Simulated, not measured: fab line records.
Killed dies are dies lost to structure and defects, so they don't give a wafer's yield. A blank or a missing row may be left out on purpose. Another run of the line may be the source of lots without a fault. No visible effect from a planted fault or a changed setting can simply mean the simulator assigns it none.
Comparing a struck lot with a sound one    flow nand-harc    18 steps out of a route of 1159
Sound: wafers L500.1, L500.5, L500.6. The struck wafers were L497.2, L497.4, L497.5. At the end, the cause is stated.
At each step with rows: each side's tool, then ch and its chambers, then its first start. Under that, the readings that differ: sound wafers    struck wafers    difference of the means    sigmas: that difference in standard deviations of wafers without a fault.
alike: a reading whose means differ by less than 2 such deviations, as well as words and numbers matching on both sides. not compared: withheld readings; readings where some wafer has no value; bounds like >300 that might hide an equal value; numbers whose values overlap and for which the record gives no deviation.
The two part at a step that has a row with sigmas, a row that says differs or no value, or rows on one side only. Non-overlapping numbers with no deviation appear without sigmas and do not part them. Lack of a reading on every wafer of one side parts them only where that side has two or more wafers.

NHARC_P_GATE_ALD_36: deposits SiNx, target thk 20 nm, pulse time 60 s, ald cycles 223.
  sound on ald-sin-01 ch 1,2, day 6 15:55; struck on ald-sin-01 ch 0,1, day 5 20:08
  alike: heater-power-outer-w, heater-power-w, precursor-pulse-height-rel
NHARC_P_GATE_ETCHBACK_37: etches the open film in CHF3/O2, target depth 34.5 nm, time 17.2 s.
  sound on rie-diel-03 ch 1,2; struck on rie-diel-03 ch 1,2,3
  alike: drypump-motor-current-A, oes-product-au, rf-vpp-V, showerhead-plenum-p-Torr, throttle-valve-pct
  not compared: rf-hours-counter-h
NHARC_P_GATE_STRIP_101: strips in O2, time 20 s.
  sound on rie-diel-03 ch 2,3, day 7 00:26; struck on rie-diel-03 ch 1,3, day 6 05:44
  alike: drypump-motor-current-A, oes-product-au, rf-vpp-V, showerhead-plenum-p-Torr, throttle-valve-pct
  not compared: rf-hours-counter-h
then, 9 steps without rows for these wafers: NHARC_P_GATE_PRECLEAN_97 (cleans in SPM, time 600 s); NHARC_P_GATE_SRD_98; NHARC_P_GATE_PRECLEAN_99 (cleans in SC1); NHARC_P_GATE_SRD_100; NHARC_P_GATE_DEHYDRATE_38 (time 120 s); NHARC_P_GATE_HMDS_39 (time 30 s); NHARC_P_GATE_COAT_40; NHARC_P_GATE_SOFTBAKE_41 (time 95 s); NHARC_P_GATE_EBR_42.
NHARC_P_GATE_EXPOSE_43: exposes mask P NSD, target cd 720 nm.
  sound on krf-scanner-02 ch 0, day 7 01:56; struck on krf-scanner-02 ch 0, day 6 06:31
reading  sound                    struck                   difference  sigmas
mask     P_NSD#0 P_NSD#0 P_NSD#0  P_PSD#0 P_PSD#0 P_PSD#0  differs     
  alike: exposure-dose-mJ-cm2
then, 2 steps without rows for these wafers: NHARC_P_GATE_PEB_44 (peb time 85 s); NHARC_P_GATE_DEVELOP_45 (time 70 s).
NHARC_P_GATE_CD_MEAS_46 targets a cd of 720 nm.
  sound on cd-sem-01 ch 0, day 7 02:05; struck on cd-sem-02 ch 0, day 6 06:40
reading     sound              struck  difference                     sigmas
cd-nm (nm)  715.6 718.0 716.5  - - -   no value on the struck wafers  
then, 1 step without rows for these wafers: NHARC_P_GATE_HARDBAKE_47 (time 80 s).
-- jump in the record: it breaks off in module P_GATE and resumes in module END (first step shown: number 1159 of the route), and 14 days separate the struck wafers' starts before and after --
NHARC_END_SORT_01:
  only the struck wafers appear in the record here, on prober-01 ch 0 at day 19 19:56; the sound ones have no rows

== WHERE THEY PART ==
At NHARC_P_GATE_EXPOSE_43 first; at NHARC_END_SORT_01 last (within this record only).

WHY: what the simulator had put in
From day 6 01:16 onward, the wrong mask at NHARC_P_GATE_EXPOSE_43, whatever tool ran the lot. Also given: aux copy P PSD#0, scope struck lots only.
